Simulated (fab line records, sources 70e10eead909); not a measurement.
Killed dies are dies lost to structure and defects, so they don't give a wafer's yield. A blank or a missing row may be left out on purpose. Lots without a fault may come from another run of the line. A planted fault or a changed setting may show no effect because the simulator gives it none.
fab line records | flow nand_harc
record lots=15 wafers=45 last_day=33
route steps=1302 shown P_M2@338 P_BONDPAD@361
lots that met no fault: from a run of the same line without faults
start_h: hours from the record's first day to the start of the lot's first wafer shown | wait_h: hours since the lot's step before | " the same as in the row above | L1.1+2: a row that stands for several wafers | - no value, or no start given | * or withheld: withheld | < > ~ a bound
route shown NAME@n: a module of which the file shows steps, and the number in the route of the first | usual: mean/standard deviation of fault-free wafers | same: alike in all rows | chamber/n: place in a boat | sites: the reading at each site | _std_site: their standard deviation | _edge_site: outer sites' mean less inner sites' | radius_mm: how far each site lies from the wafer's centre | mask NAME#n: copy n | behind: the tool/chamber that last shaped the wafer | hold: why the lot was held/for how many hours/how that ended | device: the transistor (n, p or np) that didn't switch | end of line: the same wafers' tests at the end of the route | a step without rows: its recipe alone | killed: dies lost to structure and defects at the first sort, not the wafer's yield | map: a wafer's dies, x killed, . not, _ none there
set.NAME: the setting as run; set.NAME@STEP: as run at that earlier step | model.NAME: the simulator's own value behind a step, which no gauge read
steps of the route over a sample of lots; a table a step, a row a wafer
services: from which hour (start_h, from the record's first day; less than 0 if before it) a tool's chamber was out of use, for how many hours, and why
## steps
# step NHARC_P_M2_DEGAS_29
# recipe temp_c=250 time_s=60
# usual heater_power_w=327/32
# columns lot.wafer tool chamber start_h wait_h heater_power_w
L919.4 pvd_sputter-03 - 135.10 - 318
L919.2 " - " " 376
L919.3 " - " " 292
L920.2 pvd_sputter-01 - 143.57 - 325
L920.1 " - " " 311
L920.4 " - " " 309
L921.1 pvd_sputter-03 - 148.37 - 320
L921.3 " - " " 297
L921.5 " - " " 290
L922.3 pvd_sputter-03 - 159.70 - 321
L922.4 " - " " 378
L922.1 " - " " 302
L925.4 pvd_sputter-03 - 189.07 - 293
L925.2 " - " " 341
L925.5 " - " " 298
L926.3 pvd_sputter-03 - 210.75 - 366
L926.4 " - " " 292
L926.1 " - " " 345
L927.2 pvd_sputter-02 - 215.38 - 379
L927.1 " - " " 332
L927.5 " - " " 382
L931.1 pvd_sputter-01 - 248.97 - 306
L931.2 " - " " 339
L931.4 " - " " 320
L935.4 pvd_sputter-02 - 293.94 - 327
L935.6 " - " " 408
L935.5 " - " " 341
L936.3 pvd_sputter-03 - 301.81 - 299
L936.1 " - " " 299
L936.5 " - " " 290
L937.2 pvd_sputter-02 - 308.56 - 333
L937.4 " - " " 288
L937.6 " - " " 286
L940.3 pvd_sputter-02 - 337.05 - 288
L940.1 " - " " 399
L940.5 " - " " 289
L939.3 pvd_sputter-03 - 337.50 - 290
L939.4 " - " " 347
L939.1 " - " " 376
L941.2 pvd_sputter-01 - 353.70 - 326
L941.1 " - " " 319
L941.5 " - " " 333
L942.4 pvd_sputter-03 - 358.94 - 371
L942.3 " - " " 299
L942.2 " - " " 303
# step NHARC_P_M2_ANNEAL_31
# recipe temp_c=225 time_s=90
# usual wafer_temp_C_max=226.21/0.28
# columns lot.wafer tool chamber start_h wait_h wafer_temp_C_max
L919.2 rtp_anneal-02 0 135.88 - 226.06
L919.3 " 0 " " 225.97
L919.4 " 0 " " 226.18
L920.1 rtp_anneal-01 0 144.55 - 226.50
L920.2 " 0 " " 226.21
L920.4 " 0 " " 225.97
L921.1 rtp_anneal-02 0 149.11 0.3 226.48
L921.3 " 0 " " 226.56
L921.5 " 0 " " 226.28
L922.1 rtp_anneal-02 0 160.58 - 226.04
L922.3 " 0 " " 226.12
L922.4 " 0 " " 226.37
L925.2 rtp_anneal-02 0 189.85 0.4 226.16
L925.4 " 0 " " 226.14
L925.5 " 0 " " 226.21
L926.1 rtp_anneal-01 0 211.49 - 226.39
L926.3 " 0 " " 226.46
L926.4 " 0 " " 226.10
L927.1 rtp_anneal-01 0 216.12 0.3 226.38
L927.2 " 0 " " 226.15
L927.5 " 0 " " 226.65
L931.1 rtp_anneal-02 0 249.74 - 226.14
L931.2 " 0 " " 226.09
L931.4 " 0 " " 226.22
L935.4 rtp_anneal-01 0 294.85 0.4 226.34
L935.5 " 0 " " 226.14
L935.6 " 0 " " 226.43
L936.1 rtp_anneal-02 0 302.54 - 226.41
L936.3 " 0 " " 226.72
L936.5 " 0 " " 226.50
L937.2 rtp_anneal-02 0 309.40 - 225.86
L937.4 " 0 " " 226.10
L937.6 " 0 " " 226.08
L940.1 rtp_anneal-02 0 337.78 - 226.22
L940.3 " 0 " " 226.17
L940.5 " 0 " " 226.14
L939.1 rtp_anneal-02 0 338.22 - 226.14
L939.3 " 0 " " 226.35
L939.4 " 0 " " 226.63
L941.1 rtp_anneal-02 0 354.44 0.3 226.20
L941.2 " 0 " " 226.45
L941.5 " 0 " " 226.41
L942.2 rtp_anneal-01 0 359.72 0.3 226.09
L942.3 " 0 " " 226.54
L942.4 " 0 " " 226.54
# step NHARC_P_M2_CMP_23
# recipe t_overpolish_s=20 target_thk_nm=144.3
# usual motor_current_A=11.6/1.4 retaining_ring_pressure_frac=1.000/0.0049 time_to_endpoint_s=28/3.9
# columns lot.wafer tool chamber start_h wait_h motor_current_A retaining_ring_pressure_frac time_to_endpoint_s
L919.4 cmp-03 1 136.21 - 12.2 0.994 31
L919.3 " 2 " " 12.5 0.998 27
L919.2 " 3 " " 9.9 0.993 21
L920.4 cmp-04 0 144.90 - 10.3 0.992 21
L920.2 " 2 " " 11.1 0.996 24
L920.1 " 3 " " 12.2 0.995 23
L921.3 cmp-02 0 149.46 - 10.4 0.995 29
L921.1 " 1 " " 11.8 0.992 31
L921.5 " 0 " " 9.7 1.000 30
L922.4 cmp-04 1 160.95 - 13.9 1.000 22
L922.1 " 2 " " 11.7 1.000 27
L922.3 " 3 " " 11.5 1.001 25
L925.2 cmp-02 2 190.14 - 11.4 1.000 23
L925.4 " 3 " " 10.2 1.002 30
L925.5 " 3 " " 9.7 1.004 26
L926.3 cmp-02 3 211.84 - 10.3 1.000 26
L926.4 " 1 " " 12.1 0.997 30
L926.1 " 2 " " 12.0 0.994 21
L927.2 cmp-04 1 216.49 - 14.7 1.007 26
L927.1 " 3 " " 11.4 0.994 29
L927.5 " 0 " " 10.5 1.007 24
L931.1 cmp-04 1 250.08 - 15.2 1.002 27
L931.4 " 3 " " 11.7 0.997 28
L931.2 " 0 " " 10.4 1.004 27
L935.4 cmp-04 1 295.12 - 13.4 0.999 28
L935.5 " 2 " " 11.8 0.991 30
L935.6 " 3 " " 11.3 1.010 29
L936.3 cmp-02 2 302.95 - 12.4 0.998 23
L936.1 " 3 " " 10.1 1.002 25
L936.5 " 0 " " 9.5 1.003 28
L937.4 cmp-03 3 309.98 - 9.5 0.995 26
L937.2 " 1 " " 12.6 1.005 35
L937.6 " 3 " " 9.2 0.995 24
L940.3 cmp-04 1 338.13 - 14.6 0.999 24
L940.1 " 3 " " 12.1 0.993 25
L940.5 " 1 " " 14.7 0.998 26
L939.3 cmp-03 0 338.57 - 10.8 0.997 35
L939.1 " 1 " " 12.6 1.001 33
L939.4 " 2 " " 12.4 0.995 32
L941.2 cmp-04 0 354.85 - 10.0 1.002 24
L941.1 " 1 " " 14.6 1.001 26
L941.5 " 2 " " 11.5 1.001 27
L942.4 cmp-03 3 360.01 - 9.4 0.999 26
L942.3 " 0 " " 10.5 0.995 39
L942.2 " 2 " " 13.0 1.004 34
# step NHARC_P_BONDPAD_EXPOSE_06
# recipe na=0.55 dose_mj=37.06 mask_id=P_BPAD
# usual exposure_dose_mJ_cm2=37.07/0.036 focus_offset_nm=0.1/0.51 stage_vel_mm_s=500.03/0.28
# columns lot.wafer tool chamber start_h wait_h mask exposure_dose_mJ_cm2 focus_offset_nm stage_vel_mm_s
L919.2 krf_scanner-02 0 138.29 - P_BPAD#0 37.07 0.3 499.65
L919.3 " 0 " " P_BPAD#0 37.06 1.0 500.02
L919.4 " 0 " " P_BPAD#0 37.07 -0.3 500.01
L920.1 krf_scanner-03 0 146.98 - P_BPAD#0 37.03 -0.2 500.33
L920.2 " 0 " " P_BPAD#0 37.03 0.6 500.34
L920.4 " 0 " " P_BPAD#0 37.02 1.0 500.60
L921.1 krf_scanner-03 0 151.46 - P_BPAD#0 37.14 0.3 499.93
L921.3 " 0 " " P_BPAD#0 37.10 0.0 500.25
L921.5 " 0 " " P_BPAD#0 37.12 -0.6 499.96
L922.1 krf_scanner-02 0 163.04 - P_BPAD#0 37.04 0.6 499.89
L922.3 " 0 " " P_BPAD#0 37.08 0.1 499.70
L922.4 " 0 " " P_BPAD#0 37.05 0.0 499.75
L925.2 krf_scanner-02 0 192.23 - P_BPAD#0 37.12 0.4 500.00
L925.4 " 0 " " P_BPAD#0 37.04 0.2 500.49
L925.5 " 0 " " P_BPAD#0 37.03 0.2 500.10
L926.1 krf_scanner-03 0 213.94 - P_BPAD#0 37.05 -0.2 500.41
L926.3 " 0 " " P_BPAD#0 37.07 0.7 499.80
L926.4 " 0 " " P_BPAD#0 37.03 -0.7 499.98
L927.1 krf_scanner-03 0 218.42 - P_BPAD#0 37.09 0.3 500.30
L927.2 " 0 " " P_BPAD#0 37.12 0.1 499.78
L927.5 " 0 " " P_BPAD#0 37.09 -0.6 500.27
L931.1 krf_scanner-01 0 252.20 - P_BPAD#0 37.00 0.3 499.94
L931.2 " 0 " " P_BPAD#0 37.03 -0.4 499.65
L931.4 " 0 " " P_BPAD#0 37.04 1.2 499.79
L935.4 krf_scanner-02 - 297.14 - P_BPAD#0 - - -
L935.5 " - " " P_BPAD#0 - - -
L935.6 " - " " P_BPAD#0 - - -
L936.1 krf_scanner-02 - 305.00 - P_BPAD#0 - - -
L936.3 " - " " P_BPAD#0 - - -
L936.5 " - " " P_BPAD#0 - - -
L937.2 krf_scanner-02 - 311.94 - P_BPAD#0 - - -
L937.4 " - " " P_BPAD#0 - - -
L937.6 " - " " P_BPAD#0 - - -
L940.1 krf_scanner-01 0 340.20 - P_BPAD#0 37.13 -0.3 500.22
L940.3 " 0 " " P_BPAD#0 37.12 -0.8 500.31
L940.5 " 0 " " P_BPAD#0 37.06 -0.7 500.70
L939.1 krf_scanner-02 0 340.67 - P_BPAD#0 37.07 0.6 499.87
L939.3 " 0 " " P_BPAD#0 37.08 0.7 500.08
L939.4 " 0 " " P_BPAD#0 37.08 0.3 500.28
L941.1 krf_scanner-02 0 356.77 - P_BPAD#0 37.06 -0.3 499.71
L941.2 " 0 " " P_BPAD#0 37.03 0.2 500.07
L941.5 " 0 " " P_BPAD#0 37.05 -0.5 500.04
L942.2 krf_scanner-02 0 361.99 - P_BPAD#0 37.13 0.0 500.42
L942.3 " 0 " " P_BPAD#0 37.10 0.4 499.60
L942.4 " 0 " " P_BPAD#0 37.12 0.2 500.14
## services
# columns tool chamber start_h hours kind
cmp-04 - 114.66 0.8 repair
cmp-03 - 122.60 5.3 repair
cmp-02 - 135.90 4.0 pm
cmp-04 - 155.29 2.4 repair
pvd_sputter-03 - 162.79 2.1 repair
pvd_sputter-03 - 170.05 10.0 pm
cmp-02 - 171.23 1.3 repair
cmp-02 - 176.73 0.9 repair
cmp-03 - 197.01 4.0 pm
pvd_sputter-02 - 202.78 7.2 repair
cmp-03 - 206.98 0.6 repair
cmp-04 - 209.00 4.0 pm
krf_scanner-03 - 228.07 4.0 pm
cmp-02 - 233.90 4.0 pm
cmp-02 - 238.35 1.1 repair
cmp-03 - 244.37 1.5 repair
krf_scanner-03 - 258.09 0.2 repair
krf_scanner-02 - 266.00 4.0 pm
krf_scanner-02 - 285.02 0.5 repair
krf_scanner-02 - 301.03 2.0 repair
krf_scanner-02 - 303.79 0.4 repair
cmp-04 - 307.00 4.0 pm
pvd_sputter-03 - 318.51 4.7 repair
pvd_sputter-03 - 348.05 10.0 pm
## key
first_sign step=NHARC_P_BONDPAD_EXPOSE_06 reading=tool_record direction=missing
effect none on later readings
met_at NHARC_P_BONDPAD_EXPOSE_06
struck_lots L935,L936,L937
later_rows_left_out L935.4,L935.5,L935.6,L936.1,L936.3,L936.5,L937.2,L937.4,L937.6
sort_left_out L935.4,L935.5,L935.6,L936.1,L936.3,L936.5,L937.2,L937.4,L937.6
not_acting_at NHARC_P_M2_DEGAS_29,NHARC_P_M2_ANNEAL_31,NHARC_P_M2_CMP_23
onset_between 192.23 297.14
fault kind=skipped_step_whole tool=krf_scanner-02 chamber=- onset_h=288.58 steps=NHARC_P_BONDPAD_EXPOSE_06 scope=struck_lots_only
# sort_left_out: the simulated sort isn't trusted on such a fault, so these wafers' sort isn't shown, and their yield isn't known
# later_rows_left_out: the simulator's readings of these wafers behind a module that went badly wrong aren't trusted and aren't shown, but for the sort
